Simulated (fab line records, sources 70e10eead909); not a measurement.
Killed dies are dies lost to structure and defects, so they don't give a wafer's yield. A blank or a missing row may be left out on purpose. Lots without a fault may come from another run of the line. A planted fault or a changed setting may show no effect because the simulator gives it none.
fab line records | flow nand_harc
record lots=7 wafers=19 last_day=24
route steps=1159 shown P_CONTACT@226 END@1159
lots that met no fault: from a run of the same line without faults
start_h: hours from the record's first day to the start of the lot's first wafer shown | wait_h: hours since the lot's step before | " the same as in the row above | L1.1+2: a row that stands for several wafers | - no value, or no start given | * or withheld: withheld | < > ~ a bound
route shown NAME@n: a module of which the file shows steps, and the number in the route of the first | usual: mean/standard deviation of fault-free wafers | same: alike in all rows | chamber/n: place in a boat | sites: the reading at each site | _std_site: their standard deviation | _edge_site: outer sites' mean less inner sites' | radius_mm: how far each site lies from the wafer's centre | mask NAME#n: copy n | behind: the tool/chamber that last shaped the wafer | hold: why the lot was held/for how many hours/how that ended | device: the transistor (n, p or np) that didn't switch | end of line: the same wafers' tests at the end of the route | a step without rows: its recipe alone | killed: dies lost to structure and defects at the first sort, not the wafer's yield | map: a wafer's dies, x killed, . not, _ none there
set.NAME: the setting as run; set.NAME@STEP: as run at that earlier step | model.NAME: the simulator's own value behind a step, which no gauge read
lots at some steps of the route; a table a step, a row a wafer
services: from which hour (start_h, from the record's first day; less than 0 if before it) a tool's chamber was out of use, for how many hours, and why
## steps
# step NHARC_P_CONTACT_COAT_06
# recipe spin_rpm=1500 resist_thk_nm=90
# step NHARC_P_CONTACT_SOFTBAKE_07
# recipe temp_c=105 time_s=55
# step NHARC_P_CONTACT_EBR_08
# step NHARC_P_CONTACT_EXPOSE_09
# recipe na=1.35 target_cd_nm=90 dose_mj=81.26 mask_id=P_CA
# step NHARC_P_CONTACT_PEB_10
# recipe peb_temp_c=100 peb_time_s=65
# step NHARC_P_CONTACT_DEVELOP_11
# recipe develop_time_s=35 dev_temp_c=23
# step NHARC_P_CONTACT_CD_MEAS_12
# recipe target_cd_nm=90 landing_energy_ev=500
# usual cd_nm=90.1/0.63
# columns lot.wafer tool chamber start_h wait_h cd_nm
L500.1 cd_sem-01 0 146.36 - 89.7
L500.2 " 0 " " 88.3
L500.3 " 0 " " 88.8
L502.1 cd_sem-02 0 157.99 - 90.1
L502.4 " 0 " " 90.7
L502.6 " 0 " " 90.7
L503.2 cd_sem-01 0 170.88 - 89.8
L503.3 " 0 " " 90.1
L503.6 " 0 " " 90.8
L511.1 cd_sem-02 0 211.47 - 90.6
L511.2 " 0 " " 89.6
L512.2 cd_sem-03 0 222.10 - 90.2
L512.4 " 0 " " 90.8
L512.5 " 0 " " 90.1
L514.2 cd_sem-03 0 235.17 - 90.3
L514.5 " 0 " " 90.4
L516.2 cd_sem-01 0 243.84 - 90.3
L516.3 " 0 " " 90.6
L516.5 " 0 " " 90.1
# step NHARC_P_CONTACT_OVL_MEAS_13
# usual overlay_x_nm=0.2/0.86 overlay_y_nm=-0.2/0.8
# columns lot.wafer tool chamber start_h wait_h overlay_x_nm overlay_y_nm
L500.1 overlay-02 - 146.45 - 0.3 -1.2
L500.2 " - " " 0.4 -1.0
L500.3 " - " " 0.0 -1.8
L502.1 overlay-01 - 158.08 - 0.6 0.3
L502.4 " - " " 0.8 0.3
L502.6 " - " " 1.1 0.3
L503.2 overlay-01 - 170.96 - 0.5 1.0
L503.3 " - " " 0.1 0.3
L503.6 " - " " 0.5 0.5
L511.1 overlay-02 - 211.56 - 0.1 0.6
L511.2 " - " " -0.5 0.4
L512.2 overlay-02 - 222.19 - 1.0 0.7
L512.4 " - " " 0.9 0.3
L512.5 " - " " 0.4 0.5
L514.2 overlay-01 - 235.26 - 1.5 0.5
L514.5 " - " " 1.2 -0.2
L516.2 overlay-01 - 243.93 - 1.1 -1.6
L516.3 " - " " 0.9 -1.7
L516.5 " - " " 0.9 -1.8
# step NHARC_P_CONTACT_INSPECT_14
# usual raw_defect_count=4.0/2.4
# columns lot.wafer tool chamber start_h wait_h raw_defect_count
L500.1 defect_inspect-01 - 146.48 0.0 7
L500.2 " - " " 9
L500.3 " - " " 3
L502.1 defect_inspect-01 - 158.12 0.0 4
L502.4 " - " " 5
L502.6 " - " " 1
L503.2 defect_inspect-01 - 171.00 0.0 6
L503.3 " - " " 2
L503.6 " - " " 4
L511.1 defect_inspect-02 - 211.60 0.0 4
L511.2 " - " " 5
L512.2 defect_inspect-01 - 222.23 0.0 2
L512.4 " - " " 5
L512.5 " - " " 1
L514.2 defect_inspect-01 - 235.29 0.0 3
L514.5 " - " " 2
L516.2 defect_inspect-02 - 243.96 0.0 4
L516.3 " - " " 2
L516.5 " - " " 4
# step NHARC_P_CONTACT_DESCUM_17
# recipe time_s=3 o2_flow_sccm=200 ar_flow_sccm=0 bias_power_w=0 chemistry=O2
# usual drypump_motor_current_A=5.8/0.37 oes_product_au=0.993/0.0096 rf_vpp_V=57.6/0.9 showerhead_plenum_p_Torr=1.91/0.096 throttle_valve_pct=11.311/0.009
# columns lot.wafer tool chamber start_h wait_h drypump_motor_current_A oes_product_au rf_hours_counter_h rf_vpp_V showerhead_plenum_p_Torr throttle_valve_pct
L500.2 rie_diel-07 1 146.55 0.1 5.7 0.980 6 57.4 1.85 11.322
L500.1 " 2 " " 5.8 1.004 9 55.6 1.79 11.308
L500.3 " 3 " " 5.6 0.992 9 56.7 2.03 11.314
L502.1 rie_diel-06 3 158.20 0.1 6.5 0.995 9 57.1 1.80 11.316
L502.4 " 0 " " 5.7 0.983 9 57.9 1.92 11.302
L502.6 " 2 " " 6.2 0.990 - 57.9 2.02 11.305
L503.2 rie_diel-07 1 171.08 0.1 5.7 0.992 8 58.6 1.85 11.306
L503.3 " 2 " " 5.8 1.017 11 57.6 1.79 11.302
L503.6 " 3 " " 5.6 1.005 - 57.9 2.03 11.301
L511.1 rie_diel-06 1 211.66 0.1 5.6 0.993 16 58.0 2.03 11.311
L511.2 " 0 " " 5.7 0.982 15 57.5 1.91 11.299
L512.2 rie_diel-06 1 222.30 0.1 5.6 0.998 16 59.5 2.03 11.310
L512.4 " 3 " " 6.5 0.984 16 58.3 1.80 11.310
L512.5 " 0 " " 5.7 0.985 - 58.3 1.91 11.326
L514.2 rie_diel-06 2 235.35 0.1 6.2 0.998 18 57.5 2.01 11.304
L514.5 " 2 " " 6.2 0.986 - 58.9 2.01 11.295
L516.2 rie_diel-07 3 244.02 0.1 5.6 1.005 1 57.1 2.03 11.321
L516.3 " 1 " " 5.7 0.985 1 57.2 1.85 11.304
L516.5 " 0 " " 6.0 1.006 - 56.7 1.83 11.313
# step NHARC_P_CONTACT_ETCH_35
# recipe target_depth_a=390 over_etch_frac=0.3 time_s=65 ion_energy_ev=80 cf4_flow_sccm=150 ar_flow_sccm=0 rf_w=300 bias_w=100 chemistry=CF4
# usual drypump_motor_current_A=5.9/0.37 oes_product_au=0.994/0.01 rf_vpp_V=151.2/1.4 run_length_s=86.2/0.48 showerhead_plenum_p_Torr=1.77/0.084 throttle_valve_pct=13.284/0.0088
# columns lot.wafer tool chamber start_h wait_h drypump_motor_current_A oes_product_au rf_hours_counter_h rf_vpp_V run_length_s showerhead_plenum_p_Torr throttle_valve_pct
L500.1 rie_diel-07 2 146.63 0.1 5.8 1.022 9 148.5 86.1 1.66 13.282
L500.2 " 3 " " 5.6 0.991 9 151.7 86.3 1.87 13.286
L500.3 " 0 " " 6.0 1.003 9 149.8 86.2 1.70 13.283
L502.1 rie_diel-06 1 158.28 0.1 5.6 0.990 9 152.4 86.6 1.87 13.276
L502.4 " 2 " " 6.2 0.998 10 153.0 87.2 1.86 13.280
L502.6 " 1 " " 5.6 0.999 - 151.8 85.9 1.87 13.283
L503.3 rie_diel-07 3 171.15 0.1 5.6 0.987 12 152.5 86.2 1.87 13.292
L503.2 " 2 " " 5.8 1.005 11 149.9 86.2 1.66 13.276
L503.6 " 0 " " 5.9 1.002 - 149.9 86.6 1.70 13.292
L511.1 rie_diel-06 1 211.74 0.1 5.6 0.993 16 153.5 86.2 1.87 13.284
L511.2 " 3 " " 6.4 0.970 15 150.3 85.6 1.67 13.261
L512.4 rie_diel-06 2 222.38 0.1 6.2 0.998 16 151.9 87.0 1.86 13.272
L512.2 " 3 " " 6.5 0.979 16 151.1 86.2 1.67 13.297
L512.5 " 1 " " 5.6 0.998 - 152.2 85.8 1.87 13.265
L514.2 rie_diel-06 1 235.46 0.1 5.6 1.001 18 152.2 85.8 1.87 13.263
L514.5 " 2 " " 6.2 0.995 - 152.2 86.8 1.86 13.295
L516.3 rie_diel-07 0 244.11 0.1 5.9 0.993 1 150.8 86.2 1.70 13.291
L516.2 " 3 " " 5.6 1.004 1 151.7 86.6 1.87 13.289
L516.5 " 0 " " 5.9 0.994 - 148.9 86.7 1.70 13.280
# step NHARC_P_CONTACT_ETCH_36
# recipe target_depth_a=2600 over_etch_frac=0.25 time_s=406.25 ion_energy_ev=200 n2_flow_sccm=150 h2_flow_sccm=150 ar_flow_sccm=0 rf_w=400 bias_w=150 chemistry=N2/H2
# usual drypump_motor_current_A=5.9/0.38 h2_flow_sccm=150.0/0.44 oes_product_au=0.992/0.011 rf_vpp_V=430.3/3 run_length_s=427.4/0.49 showerhead_plenum_p_Torr=2.03/0.1 throttle_valve_pct=14.171/0.0092
# columns lot.wafer tool chamber start_h wait_h drypump_motor_current_A h2_flow_sccm oes_product_au rf_hours_counter_h rf_vpp_V run_length_s showerhead_plenum_p_Torr throttle_valve_pct
L500.3 rie_diel-07 2 - - 5.8 150.7 1.012 9 426.8 427.4 1.90 14.169
L500.2 " 3 " " 5.7 149.9 1.001 9 433.9 427.7 2.17 14.168
L500.1 " 1 " " 5.7 150.1 0.981 6 430.0 427.9 1.97 14.176
L502.1 rie_diel-06 2 - - 6.2 150.4 0.987 10 434.8 428.3 2.15 14.169
L502.4 " 3 " " 6.5 150.3 0.974 9 427.0 426.9 1.92 14.174
L502.6 " 0 " " 5.7 149.8 0.973 - 430.0 427.0 2.04 14.166
L503.3 rie_diel-07 1 - - 5.7 149.8 0.983 8 427.4 427.4 1.97 14.159
L503.2 " 2 " " 5.8 149.5 0.992 11 428.9 427.3 1.90 14.171
L503.6 " 1 " " 5.7 149.3 0.985 - 427.5 427.5 1.97 14.176
L511.1 rie_diel-06 3 - - 6.5 150.6 0.978 15 427.5 427.3 1.92 14.168
L511.2 " 2 " " 6.2 150.0 0.999 16 434.3 428.5 2.15 14.167
L512.4 rie_diel-06 0 - - 5.7 149.3 0.994 15 430.2 426.6 2.04 14.159
L512.2 " 3 " " 6.5 149.6 0.987 16 427.4 427.2 1.92 14.175
L512.5 " 1 " " 5.6 150.3 0.998 - 434.4 427.1 2.17 14.162
L514.2 rie_diel-06 0 - - 5.7 149.6 0.986 17 432.1 426.8 2.04 14.146
L514.5 " 0 " " 5.7 149.8 0.975 - 430.1 426.7 2.04 14.168
L516.2 rie_diel-07 3 - - 5.6 150.4 1.004 1 434.1 427.5 2.17 14.178
L516.3 " 1 " " 5.8 149.5 0.989 1 428.6 427.2 1.97 14.170
L516.5 " 2 " " 5.8 150.4 0.990 - 426.5 427.4 1.90 14.176
# step NHARC_P_CONTACT_ETCH_18
# recipe target_depth_a=4810 time_s=240.5 c4f8_flow_sccm=20 o2_flow_sccm=10 ar_flow_sccm=withheld rf_w=600 bias_w=1500 chemistry=C4F8/O2/Ar
# usual oes_product_au=0.954/0.02 rf_vpp_V=978/6.8 run_length_s=261.7/0.48
# columns lot.wafer tool chamber start_h wait_h oes_product_au rf_hours_counter_h rf_vpp_V run_length_s
L500.1 rie_diel-07 0 147.05 - 0.954 10 973 261.8
L500.3 " 1 " " 0.933 6 973 261.2
L500.2 " 2 " " 0.953 9 969 261.7
L502.4 rie_diel-06 1 158.71 - 0.953 10 986 261.5
L502.1 " 2 " " 0.935 10 985 262.7
L502.6 " 0 " " 0.947 - 979 261.4
L503.2 rie_diel-07 2 171.58 - 0.976 11 969 261.8
L503.3 " 3 " " 0.960 12 986 261.7
L503.6 " 1 " " 0.971 - 975 261.9
L511.2 rie_diel-06 3 212.15 - 0.966 15 970 194.7
L511.1 " 0 " " 0.960 15 978 261.4
L512.4 rie_diel-06 1 222.77 - 0.933 17 988 195.2
L512.2 " 3 " " 0.901 16 971 195.0
L512.5 " 2 " " 0.920 - 984 262.2
L514.2 rie_diel-06 2 235.85 - 0.952 18 986 196.1
L514.5 " 2 " " 0.948 - 986 262.4
L516.2 rie_diel-07 1 244.50 - 0.965 1 975 261.7
L516.3 " 0 " " 0.949 1 973 262.0
L516.5 " 1 " " 0.963 - 973 261.8
# step NHARC_P_CONTACT_STRIP_37
# recipe c4f8_flow_sccm=withheld o2_flow_sccm=8 ar_flow_sccm=withheld bias_w=0 chemistry=C4F8/O2/Ar
# step NHARC_END_SORT_01
# recipe temp_c=25
# usual killed_at_array=27/11 killed_at_other=0.7/1.1 killed_at_periphery=3.4/2.1 killed_dies=31/12 killed_open=3.6/2 killed_short=2.0/1.3
# same gross_dies=677
# columns lot.wafer tool chamber start_h wait_h killed_at_array killed_at_other killed_at_periphery killed_dies killed_open killed_short
L511.2 prober-02 0 533.41 2.8 16 1 660 677 5 3
L512.2 prober-02 0 548.97 2.8 30 0 647 677 6 0
L512.4 prober-02 0 550.58 3.4 28 0 649 677 4 1
L514.2 prober-02 0 557.99 2.9 42 0 635 677 5 2
# killed by level:class
L511.2 P_CONTACT:area_etch=655 A_SLIT:chamber_film_flake=8 P_CONTACT:geometric_particle:open=2 A_CHANNEL_HOLE_D1:chamber_film_flake=2 A_CONTACT:chamber_film_flake=2 P_GATE:geometric_particle:short=1 A_CHANNEL_FILL_D1:geometric_particle:short=1 A_WL_FILL:geometric_particle:short=1
L512.2 P_CONTACT:area_etch=641 A_CHANNEL_HOLE_D1:chamber_film_flake=25 A_SGD_CUT:geometric_particle:open=2 P_BONDPAD:chamber_film_flake=2 A_CONTACT:chamber_film_flake=2 P_STI:geometric_particle:open=1 P_GATE:geometric_particle:open=1 P_M0:geometric_particle:open=1
L512.4 P_CONTACT:area_etch=642 A_CHANNEL_HOLE_D1:chamber_film_flake=22 P_BONDPAD:chamber_film_flake=4 A_M0:geometric_particle:open=2 A_CONTACT:chamber_film_flake=2 P_CONTACT:geometric_particle:open=1 A_SGD_CUT:geometric_particle:open=1 A_CONTACT:geometric_particle:short=1
L514.2 P_CONTACT:area_etch=632 A_CHANNEL_HOLE_D1:chamber_film_flake=27 A_CONTACT:chamber_film_flake=4 A_ZERO_WELL:chamber_film_flake=3 A_SGD_CUT:chamber_film_flake=3 A_CONTACT:geometric_particle:open=2 P_STI:geometric_particle:short=1 P_CONTACT:geometric_particle:open=1
# map L511.2 (x killed, . not)
____________x____________
_________xxxxxxx_________
_______xxxxxxxxxxx_______
______xxxxxxxxxxxxx______
_____xxxxxxxxxxxxxxx_____
____xxxxxxxxxxxxxxxxx____
____xxxxxxxxxxxxxxxxx____
___xxxxxxxxxxxxxxxxxxx___
___xxxxxxxxxxxxxxxxxxx___
__xxxxxxxxxxxxxxxxxxxxx__
__xxxxxxxxxxxxxxxxxxxxx__
_xxxxxxxxxxxxxxxxxxxxxxx_
_xxxxxxxxxxxxxxxxxxxxxxx_
_xxxxxxxxxxxxxxxxxxxxxxx_
_xxxxxxxxxxxxxxxxxxxxxxx_
_xxxxxxxxxxxxxxxxxxxxxxx_
xxxxxxxxxxxxxxxxxxxxxxxxx
xxxxxxxxxxxxxxxxxxxxxxxxx
xxxxxxxxxxxxxxxxxxxxxxxxx
xxxxxxxxxxxxxxxxxxxxxxxxx
xxxxxxxxxxxxxxxxxxxxxxxxx
_xxxxxxxxxxxxxxxxxxxxxxx_
_xxxxxxxxxxxxxxxxxxxxxxx_
_xxxxxxxxxxxxxxxxxxxxxxx_
_xxxxxxxxxxxxxxxxxxxxxxx_
_xxxxxxxxxxxxxxxxxxxxxxx_
__xxxxxxxxxxxxxxxxxxxxx__
__xxxxxxxxxxxxxxxxxxxxx__
___xxxxxxxxxxxxxxxxxxx___
___xxxxxxxxxxxxxxxxxxx___
____xxxxxxxxxxxxxxxxx____
____xxxxxxxxxxxxxxxxx____
_____xxxxxxxxxxxxxxx_____
______xxxxxxxxxxxxx______
_______xxxxxxxxxxx_______
_________xxxxxxx_________
____________x____________
# map L512.2 (x killed, . not)
____________x____________
_________xxxxxxx_________
_______xxxxxxxxxxx_______
______xxxxxxxxxxxxx______
_____xxxxxxxxxxxxxxx_____
____xxxxxxxxxxxxxxxxx____
____xxxxxxxxxxxxxxxxx____
___xxxxxxxxxxxxxxxxxxx___
___xxxxxxxxxxxxxxxxxxx___
__xxxxxxxxxxxxxxxxxxxxx__
__xxxxxxxxxxxxxxxxxxxxx__
_xxxxxxxxxxxxxxxxxxxxxxx_
_xxxxxxxxxxxxxxxxxxxxxxx_
_xxxxxxxxxxxxxxxxxxxxxxx_
_xxxxxxxxxxxxxxxxxxxxxxx_
_xxxxxxxxxxxxxxxxxxxxxxx_
xxxxxxxxxxxxxxxxxxxxxxxxx
xxxxxxxxxxxxxxxxxxxxxxxxx
xxxxxxxxxxxxxxxxxxxxxxxxx
xxxxxxxxxxxxxxxxxxxxxxxxx
xxxxxxxxxxxxxxxxxxxxxxxxx
_xxxxxxxxxxxxxxxxxxxxxxx_
_xxxxxxxxxxxxxxxxxxxxxxx_
_xxxxxxxxxxxxxxxxxxxxxxx_
_xxxxxxxxxxxxxxxxxxxxxxx_
_xxxxxxxxxxxxxxxxxxxxxxx_
__xxxxxxxxxxxxxxxxxxxxx__
__xxxxxxxxxxxxxxxxxxxxx__
___xxxxxxxxxxxxxxxxxxx___
___xxxxxxxxxxxxxxxxxxx___
____xxxxxxxxxxxxxxxxx____
____xxxxxxxxxxxxxxxxx____
_____xxxxxxxxxxxxxxx_____
______xxxxxxxxxxxxx______
_______xxxxxxxxxxx_______
_________xxxxxxx_________
____________x____________
## services
# columns tool chamber start_h hours kind
rie_diel-07 2 131.40 2.6 repair
rie_diel-06 0 146.70 - clean
rie_diel-06 1 146.70 - clean
rie_diel-06 2 146.70 - clean
rie_diel-06 3 146.70 - clean
rie_diel-06 0 171.23 - clean
rie_diel-06 1 171.23 - clean
rie_diel-06 2 171.23 - clean
rie_diel-06 3 171.23 - clean
rie_diel-06 0 179.01 1.9 repair
rie_diel-06 0 195.73 - clean
rie_diel-06 1 195.73 - clean
rie_diel-06 2 195.73 - clean
rie_diel-06 3 195.73 - clean
rie_diel-07 2 203.94 2.2 repair
rie_diel-06 0 220.23 - clean
rie_diel-06 1 220.23 - clean
rie_diel-06 2 220.23 - clean
rie_diel-06 3 220.23 - clean
rie_diel-07 - 228.23 9.0 pm
rie_diel-06 - 241.20 9.0 pm
rie_diel-06 0 241.20 9.0 vent_cycle
rie_diel-06 1 241.20 9.0 vent_cycle
rie_diel-06 2 241.20 9.0 vent_cycle
## key
first_sign step=NHARC_P_CONTACT_ETCH_18 reading=run_length_s direction=down sigmas=99+ usual=* struck=*
effect step=NHARC_END_SORT_01 reading=killed_at_periphery direction=up sigmas=99+ usual=3.4 struck=647.8
more_kills_born_at NHARC_P_CONTACT_ETCH_18@rie_diel-06=2570
met_at NHARC_P_CONTACT_ETCH_18
struck_wafers L511.2,L512.2,L512.4,L514.2
later_rows_left_out L511.2,L512.2,L512.4,L514.2
tester_left_out L511,L512,L514
onset_between 158.71 212.15
fault kind=process_parameter_drift tool=rie_diel-06 chamber=- onset_h=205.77 steps=NHARC_P_CONTACT_ETCH_18 channel=time_s offset=* shape=step end_h=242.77 scope=struck_wafers_only acts_in=* stated=*
# tester_left_out: of these lots the tester's yield and bins aren't shown, on N5 and GAA mostly nor the transistor test; their killed dies are dies lost to structure and defects alone, not to doping, threshold or leakage, so they don't give the yield
# later_rows_left_out: the simulator's readings of these wafers behind a module that went badly wrong aren't trusted and aren't shown, but for the sort
